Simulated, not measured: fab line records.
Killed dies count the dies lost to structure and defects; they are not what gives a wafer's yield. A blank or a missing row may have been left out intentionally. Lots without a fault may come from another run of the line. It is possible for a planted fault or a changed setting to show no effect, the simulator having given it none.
One fault through the eyes of 3 desks ; flow n5-finfet ; every desk sees just its own numbers, and what lay behind them comes last

THE DEFECT DESK
Inspection counts along the route, by lot: the mean over sampled wafers that carry a number. The brackets show how far a lot's mean lies from the usual mean; more than 4 standard deviations puts the lot out of limits, marked OUT.
Columns: A = raw-defect-count at N5_SD_EPI_P_INSPECT_11, usual 2.0
lot;first seen here;A
L136;day 4 05:15;2.7
L139;day 5 01:14;1.3
L144;day 6 08:44;1.5
L153;day 8 09:50;1.3
L154;day 8 21:02;1.3
This desk's finding: nothing out of limits on any of the 5 lots.

FROM THE METROLOGY DESK
What the gauges read, lot by lot, whatever tool the lot ran on: means of the sampled wafers that have a number. The brackets show how far a lot's mean lies from the usual mean; more than 4 standard deviations puts the lot out of limits, marked OUT. Shown here are 7 of its 12 readings, the ones lying furthest out on some lot.
Columns: A = SD_P_BLK_OVL at N5_SD_EPI_P_OVL_MEAS_10, usual 0.2 nm; B = IOFF_N at N5_BEOL_M4_RC_MEAS_101, usual 0.16 nA/um; C = IOFF_P at N5_BEOL_M4_RC_MEAS_101, usual 0.22 nA/um; D = ION_N at N5_BEOL_M4_RC_MEAS_101, usual 677 uA/um; E = ION_P at N5_BEOL_M4_RC_MEAS_101, usual 466 uA/um; F = VT_N at N5_BEOL_M4_RC_MEAS_101, usual 249 mV; G = VT_P at N5_BEOL_M4_RC_MEAS_101, usual -248.9 mV
lot;first seen here;A;B;C;D;E;F;G
L136;day 4 05:12;0.9;0.16;0.22;694;474;250;-247.2
L139;day 5 01:11;0.1;0.21;0.30;693;482;243;-241.1
L144;day 6 08:41;1.9;0.15;0.24;678;472;250;-247.0
L153;day 8 09:47;0.5;0.13;0.18;669;464;253;-251.1
L154;day 8 20:58;0.1;0.15;0.23;683;476;250;-248.0
This desk's finding: nothing out of limits on any of the 5 lots.

THE TOOL OWNER'S DESK: rie-diel-06
The tool's own readings at N5_SD_EPI_P_ETCHBACK_46 (etches SiNx in CH3F/O2, stops on SiO2, target depth 17.5 nm): means of the sampled wafers that have a number, for each lot that ran on this tool. The brackets show how far a lot's mean lies from the usual mean; more than 4 standard deviations puts the lot out of limits, marked OUT.
Columns: A = drypump-motor-current-A at N5_SD_EPI_P_ETCHBACK_46, usual 5.9 A; B = oes-product-au at N5_SD_EPI_P_ETCHBACK_46, usual 0.64 a.u.; C = rf-fwd-power-W at N5_SD_EPI_P_ETCHBACK_46, usual 393.4 W; D = rf-vpp-V at N5_SD_EPI_P_ETCHBACK_46, usual 297 V; E = showerhead-plenum-p-Torr at N5_SD_EPI_P_ETCHBACK_46, usual 2.02 Torr; F = throttle-valve-pct at N5_SD_EPI_P_ETCHBACK_46, usual 16.47 %
lot;first seen here;A;B;C;D;E;F
L136;day 4 05:42;5.8;0.63;393.0;295;1.94;16.65
L144;day 6 09:11;5.7;0.58;393.5;290;1.96;16.50
This desk's finding: nothing out of limits on any of the 2 lots.

BROUGHT TOGETHER
The defect desk saw nothing out of limits.
Metrology desk: nothing out of limits seen.
The desk of the tool owner found nothing out of limits.

WHAT THE SIMULATOR HAD PUT IN
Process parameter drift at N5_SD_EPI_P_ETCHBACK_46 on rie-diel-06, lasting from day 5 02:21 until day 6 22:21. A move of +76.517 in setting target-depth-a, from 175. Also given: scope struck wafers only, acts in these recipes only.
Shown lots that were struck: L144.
